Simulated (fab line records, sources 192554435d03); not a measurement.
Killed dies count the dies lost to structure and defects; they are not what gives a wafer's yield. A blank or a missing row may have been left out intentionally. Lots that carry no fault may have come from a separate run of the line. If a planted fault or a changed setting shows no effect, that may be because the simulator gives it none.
The tool behind it: which one?	flow n5Finfet	24 wafers from 8 lots sampled at 6 of the route's 1938 steps

## WHAT EACH GAUGE READ, for each wafer
N5_BEOL_M4_RC_MEAS_101. Usual: DIBL_N 36.6 mV/V, standard deviation 1.9; DIBL_P 36.7 mV/V, standard deviation 2.2; IOFF_N 0.16 nA/um, standard deviation 0.035; IOFF_P 0.22 nA/um, standard deviation 0.038; ION_N 672 uA/um, standard deviation 14; ION_P 462 uA/um, standard deviation 8.3; SS_N 71.6 mV/dec, standard deviation 0.65; SS_P 73.5 mV/dec, standard deviation 0.72; VT_N 250 mV, standard deviation 3.5; VT_P -250 mV, standard deviation 3.1.
lot	measured	on	DIBL_N (mV/V)	DIBL_P (mV/V)	IOFF_N (nA/um)	IOFF_P (nA/um)	ION_N (uA/um)	ION_P (uA/um)	SS_N (mV/dec)	SS_P (mV/dec)	VT_N (mV)	VT_P (mV)	flag
L815	day 9 11:10	prober-01	39.2 37.5 33.2	40.5 39.0 32.6	0.22 0.17 0.10	0.34 0.29 0.18	686 677 646	483 471 455	71.1 71.0 69.9	74.5 73.9 72.5	243 247 255	-239 -244 -252	
L819	day 9 15:41	prober-02	36.5 34.4 33.4	36.7 34.7 32.6	0.15 0.12 0.11	0.19 0.16 0.14	653 667 650	448 453 442	71.6 71.0 70.7	73.3 72.7 71.6	254 254 257	-258 -257 -257	
L825	day 11 17:17	prober-02	34.1 33.8 33.7	33.4 32.8 32.6	0.13 0.12 0.12	0.17 0.16 0.16	650 656 642	448 454 439	71.7 71.4 71.3	72.8 72.9 72.9	254 256 258	-253 -253 -251	
L831	day 13 03:19	prober-01	38.8 35.6 38.5	40.6 36.4 40.4	0.21 0.15 0.21	0.29 0.21 0.30	670 656 670	462 456 467	72.3 71.5 72.9	74.8 72.8 74.9	247 253 245	-244 -249 -247	
L836	day 14 14:19	prober-02	38.1 35.2 35.7	37.1 34.2 34.4	0.19 0.14 0.14	0.25 0.19 0.21	669 680 678	458 466 474	71.4 71.2 71.6	73.8 72.6 73.6	249 251 249	-248 -250 -248	
L838	day 14 16:10	prober-01	37.0 36.8 38.7	38.4 38.0 39.6	0.17 0.17 0.20	0.22 0.24 0.26	674 676 694	467 459 470	71.4 72.2 72.2	73.3 74.1 73.6	251 248 249	-250 -248 -248	

## TOOL THAT RAN EACH LOT (tool first, then ch and the chambers of the sampled wafers, then the start)
lot	N5_FIN_SAQP_HM_OPEN_33	N5_FIN_SAQP_FIN_ETCH_36	N5_FIN_CUT_ETCH_21	N5_FIN_CUT_CUT_ETCH_27	N5_FIN_CUT_CUT_ETCH_28
L815	rieDiel-05 ch 0,1,2, day 2 02:06	rieSi-05 ch 2,3, day 2 02:23	rieDiel-01 ch 1,2, day 2 03:42	rieDiel-01 ch 1,2, day 2 04:05	rieSi-03 ch 0,1, day 2 04:17
L819	rieDiel-05 ch 0,1,2, day 3 02:22	rieSi-05 ch 0,2,3, day 3 02:40	rieDiel-01 ch 1,2, day 3 03:33	rieDiel-01 ch 1,2, day 3 03:56	rieSi-01 ch 0,2, day 3 04:09
L825	rieDiel-02 ch 0,1, day 4 13:29	rieSi-02 ch 0,1,2, day 4 13:46	rieDiel-03 ch 0,2,3, day 4 14:40	rieDiel-03 ch 0,2,3, day 4 15:03	rieSi-04 ch 0,1,3, day 4 15:15
L828	rieDiel-05 ch 1,2, day 5 08:51	rieSi-02 ch 1,2,3, day 5 09:08	rieDiel-01 ch 2,3, day 5 10:06	rieDiel-01 ch 2,3, day 5 10:34	rieSi-01 ch 1,2,3, day 5 10:47
L829	rieDiel-05 ch 0,2,3, day 5 14:08	rieSi-02 ch 0,1,2, day 5 14:25	rieDiel-06 ch 1,2,3, day 5 15:19	rieDiel-06 ch 1,2,3, day 5 15:42	rieSi-04 ch 0,1,2, day 5 15:55
L831	rieDiel-05 ch 1,2,3, day 6 01:49	rieSi-02 ch 1,2,3, day 6 02:06	rieDiel-06 ch 2,3, day 6 03:06	rieDiel-06 ch 2,3, day 6 03:29	rieSi-03 ch 1,3, day 6 03:41
L836	rieDiel-04 ch 0,2, day 7 08:16	rieSi-05 ch 0,2, day 7 08:32	rieDiel-03 ch 0,1,3, day 7 09:19	rieDiel-03 ch 0,1,3, day 7 09:43	rieSi-03 ch 0,2,3, day 7 09:55
L838	rieDiel-02 ch 1,2,3, day 7 19:44	rieSi-06 ch 0,1, day 7 20:01	rieDiel-01 ch 0,2, day 7 21:14	rieDiel-01 ch 0,2, day 7 21:38	rieSi-04 ch 0,1, day 7 21:50
- N5_FIN_SAQP_HM_OPEN_33: chemistry CH3F/O2, target SiNx, target depth 49.4 nm, time 70.6 s.
- N5_FIN_SAQP_FIN_ETCH_36: etches the open film in HBr/Cl2/O2, target depth 120 nm, time 50.4 s.
- N5_FIN_CUT_ETCH_21: etches SOC in N2/H2, target depth 219 nm, overetch 43.8 nm, time 523.5 s.
- N5_FIN_CUT_CUT_ETCH_27: etches SiO2 in CHF3/O2, target depth 4 nm, overetch 2 nm, time 4.9 s.
- N5_FIN_CUT_CUT_ETCH_28: etches Si in HBr/Cl2/O2, target depth 6 nm, time 2.4 s.

## AS READ BY THE TOOLS THEMSELVES (means over the sampled wafers that have a number; for cases with no such wafer, the mark the record gives instead)
N5_FIN_SAQP_HM_OPEN_33. Usual: drypumpMotorCurrentA 5.8 A, standard deviation 0.44; etchRfOnTimeS 70.2 s, standard deviation 1.9; oesProductAu 0.64 a.u., standard deviation 0.046; rfVppV 299 V, standard deviation 5.2; showerheadPlenumPTorr 2.00 Torr, standard deviation 0.075; throttleValvePct 16.38 %, standard deviation 0.25.
lot	tool	drypumpMotorCurrentA (A)	etchRfOnTimeS (s)	oesProductAu (a.u.)	rfVppV (V)	showerheadPlenumPTorr (Torr)	throttleValvePct (%)	flag
L815	rieDiel-05	5.9	71.9	0.63	302	2.00	16.41	
L819	rieDiel-05	5.9	70.7	0.62	301	1.99	16.44	
L825	rieDiel-02	5.8	71.6	0.62	296	2.01	16.41	
L828	rieDiel-05	6.2	71.2	0.61	298	1.96	16.44	
L829	rieDiel-05	5.7	69.6	0.64	300	2.02	16.40	
L831	rieDiel-05	6.0	70.4	0.62	298	1.99	16.38	
L836	rieDiel-04	5.7	71.2	0.67	289	1.93	16.06	
L838	rieDiel-02	5.7	70.0	0.64	302	2.05	16.37	

N5_FIN_SAQP_FIN_ETCH_36. Usual: HBr_flow_sccm 150.0 sccm, standard deviation 0.44; O2_flow_sccm 11.99 sccm, standard deviation 0.038; drypumpMotorCurrentA 5.5 A, standard deviation 0.49; oesProductAu 0.999 a.u., standard deviation 0.019; throttleValvePct 35.97 %, standard deviation 0.2.
lot	tool	HBr_flow_sccm (sccm)	O2_flow_sccm (sccm)	drypumpMotorCurrentA (A)	oesProductAu (a.u.)	throttleValvePct (%)	flag
L815	rieSi-05	149.8	12.00	5.7	1.018	36.07	
L819	rieSi-05	149.9	12.02	5.7	1.013	35.96	
L825	rieSi-02	149.8	11.97	5.6	0.995	35.96	
L828	rieSi-02	149.7	11.97	5.1	0.983	35.87	
L829	rieSi-02	149.6	12.00	5.6	1.002	35.96	
L831	rieSi-02	150.0	12.02	5.1	0.999	35.86	
L836	rieSi-05	150.4	11.97	5.7	1.012	35.95	
L838	rieSi-06	150.2	11.98	5.5	0.986	36.06	

N5_FIN_CUT_ETCH_21. Usual: value, then standard deviation, for each; biasW 60.99 W / 0.18; chamberPressureMTorr 30.001 mTorr / 0.028; drypumpMotorCurrentA 5.8 A / 0.48; oesProductAu 0.73 a.u. / 0.071; rfVppV 241.0 V / 1.4; showerheadPlenumPTorr 2.57 Torr / 0.081; throttleValvePct 17.77 % / 0.28.
lot	tool	biasW (W)	chamberPressureMTorr (mTorr)	drypumpMotorCurrentA (A)	oesProductAu (a.u.)	rfVppV (V)	showerheadPlenumPTorr (Torr)	throttleValvePct (%)	flag
L815	rieDiel-01	60.89	29.989	5.9	0.75	241.8	2.61	17.74	
L819	rieDiel-01	60.90	29.990	5.8	0.75	241.5	2.60	17.74	
L825	rieDiel-03	61.15	30.001	5.1	0.71	240.4	2.56	17.94	
L828	rieDiel-01	-	-	-	-	-	-	-	OFF
L829	rieDiel-06	-	-	-	-	-	-	-	OFF
L831	rieDiel-06	61.01	30.012	6.0	0.71	241.1	2.58	17.66	
L836	rieDiel-03	60.91	29.993	5.1	0.79	240.1	2.51	17.87	
L838	rieDiel-01	60.98	30.003	6.0	0.71	241.9	2.63	17.80	

N5_FIN_CUT_CUT_ETCH_27. Usual: CHF3_flow_sccm 50.01 sccm, standard deviation 0.14; O2_flow_sccm 5.001 sccm, standard deviation 0.015; drypumpMotorCurrentA 5.8 A, standard deviation 0.48; oesProductAu 0.63 a.u., standard deviation 0.061; rfVppV 528 V, standard deviation 6.5; showerheadPlenumPTorr 2.43 Torr, standard deviation 0.078; throttleValvePct 18.79 %, standard deviation 0.28.
lot	tool	CHF3_flow_sccm (sccm)	O2_flow_sccm (sccm)	drypumpMotorCurrentA (A)	oesProductAu (a.u.)	rfVppV (V)	showerheadPlenumPTorr (Torr)	throttleValvePct (%)	flag
L815	rieDiel-01	49.85	4.988	5.8	0.65	530	2.47	18.83	
L819	rieDiel-01	49.92	5.013	5.9	0.64	529	2.47	18.84	
L825	rieDiel-03	50.04	5.021	5.1	0.62	526	2.42	18.87	
L828	rieDiel-01	50.11	4.991	6.0	0.32	532	2.47	18.63	OFF
L829	rieDiel-06	50.00	4.999	5.7	0.28	526	2.48	18.92	OFF
L831	rieDiel-06	49.95	4.996	6.0	0.61	532	2.45	18.73	
L836	rieDiel-03	49.89	4.985	5.0	0.68	529	2.37	18.84	
L838	rieDiel-01	49.94	4.995	5.9	0.61	533	2.48	18.89	

N5_FIN_CUT_CUT_ETCH_28. Usual: HBr_flow_sccm 150.0 sccm, standard deviation 0.42; O2_flow_sccm 12.00 sccm, standard deviation 0.034; drypumpMotorCurrentA 5.9 A, standard deviation 0.55; oesProductAu 0.996 a.u., standard deviation 0.017; throttleValvePct 37.2 %, standard deviation 0.33.
lot	tool	HBr_flow_sccm (sccm)	O2_flow_sccm (sccm)	drypumpMotorCurrentA (A)	oesProductAu (a.u.)	throttleValvePct (%)	flag
L815	rieSi-03	149.4	11.96	6.1	0.989	37.2	
L819	rieSi-01	150.2	12.03	6.4	0.994	37.3	
L825	rieSi-04	149.6	12.05	6.0	1.016	37.3	
L828	rieSi-01	149.7	12.01	5.6	0.979	37.1	
L829	rieSi-04	149.7	11.98	6.2	1.021	37.3	
L831	rieSi-03	150.3	12.01	6.5	0.996	37.5	
L836	rieSi-03	150.0	12.00	5.7	0.992	37.2	
L838	rieSi-04	150.4	12.01	6.1	1.023	37.5	

## THE ANSWER, worked out from the rows above alone
Rule: a lot is off if the mean of its wafers that have a number lies more than 3 standard deviations from the usual mean. Also off: a lot with no number at a reading for which 4 or more lots have one. Any other lot the step has rows for is counted as sound. Order of review: gauges by route order, followed by the tools' own readings, for which a lot's mean as printed above is used. At the first step where some lot is off, the reading lying furthest off is the one used; lots without a number count as furthest.
Off, at N5_FIN_CUT_ETCH_21 on biasW: L828, L829. Without a number there: L828, L829.
If a tool, at that step or one of the process steps before it, ran each lot that is off and ran no sound lot following the first of them, it fits. No candidate that was tried fits.

## WHAT THE SIMULATOR HAD INSERTED
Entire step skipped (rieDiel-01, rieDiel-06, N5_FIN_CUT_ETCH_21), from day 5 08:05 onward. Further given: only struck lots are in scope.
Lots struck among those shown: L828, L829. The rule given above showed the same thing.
